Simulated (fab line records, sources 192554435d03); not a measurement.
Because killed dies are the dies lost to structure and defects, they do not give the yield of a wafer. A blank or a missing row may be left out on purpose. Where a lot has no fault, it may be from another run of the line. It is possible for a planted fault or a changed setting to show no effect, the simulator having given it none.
Chamber matching -- flow n5_finfet -- N5_BEOL_M0_TRENCH_ETCH_107 on rie_diel-02 has 4 sister chambers
The step etches SiOC in C4F6/O2, target depth 32.8 nm, time 16.4 s. 16 wafers are shown with their chamber, then 8 later ones without.

WAFERS PAIRED WITH THEIR CHAMBERS
wafer,chamber,drypump_motor_current_A (A),rf_vpp_V (V),throttle_valve_pct (%)
L074.3,3,5.39,678,21.20
L074.4,2,5.38,662,20.97
L074.5,3,5.39,681,21.19
L078.2,2,5.37,663,20.97
L078.5,0,5.79,655,20.78
L078.6,1,5.68,640,21.24
L081.2,1,5.67,639,21.26
L081.4,2,5.37,663,20.99
L081.5,1,5.67,639,21.24
L083.1,3,5.37,681,21.23
L083.3,0,5.81,654,20.81
L083.4,0,5.84,652,20.81
L092.3,3,5.39,679,21.26
L092.4,0,5.82,654,20.84
L092.5,1,5.68,649,20.79
L095.1,2,5.37,661,21.02

SIGNATURES, as means of the wafers listed above
reading,chamber 0,chamber 1,chamber 2,chamber 3,scatter within a chamber
drypump_motor_current_A,5.8150,5.6750,5.3725,5.3850,0.0122
rf_vpp_V,653.75,641.75,662.25,679.75,2.66
throttle_valve_pct,20.8100,21.1325,20.9875,21.2200,0.117
Rule: for each reading, subtract the chamber's mean from the wafer's reading, divide by that reading's scatter and square the result; add these up over the readings and take the root, which gives the wafer's distance from the chamber. If the next closest chamber is less than 2 further off than the closest, the wafer can't be placed; otherwise it belongs to the closest. How the scatter is found: for the shown wafers, subtract from each reading the mean of its chamber, square and add these, divide the total by (wafers less chambers), then take the root.

WAFERS WITHOUT THEIR CHAMBER
wafer,drypump_motor_current_A (A),rf_vpp_V (V),throttle_valve_pct (%)
L095.3,5.82,654,20.85
L095.4,5.68,650,20.80
L096.2,5.38,661,21.07
L096.3,5.82,653,20.84
L096.6,5.43,679,21.27
L097.3,5.80,655,20.86
L097.5,5.68,650,20.80
L097.6,5.81,653,20.86

WHICH CHAMBER EACH ONE RAN IN
wafer,from the rows above,in truth
L095.3,0,0
L095.4,1,1
L096.2,2,2
L096.3,0,0
L096.6,3,3
L097.3,0,0
L097.5,1,1
L097.6,0,0
Correctly placed: 8 of 8. Number that these rows cannot place: 0. Number placed wrongly: 0.
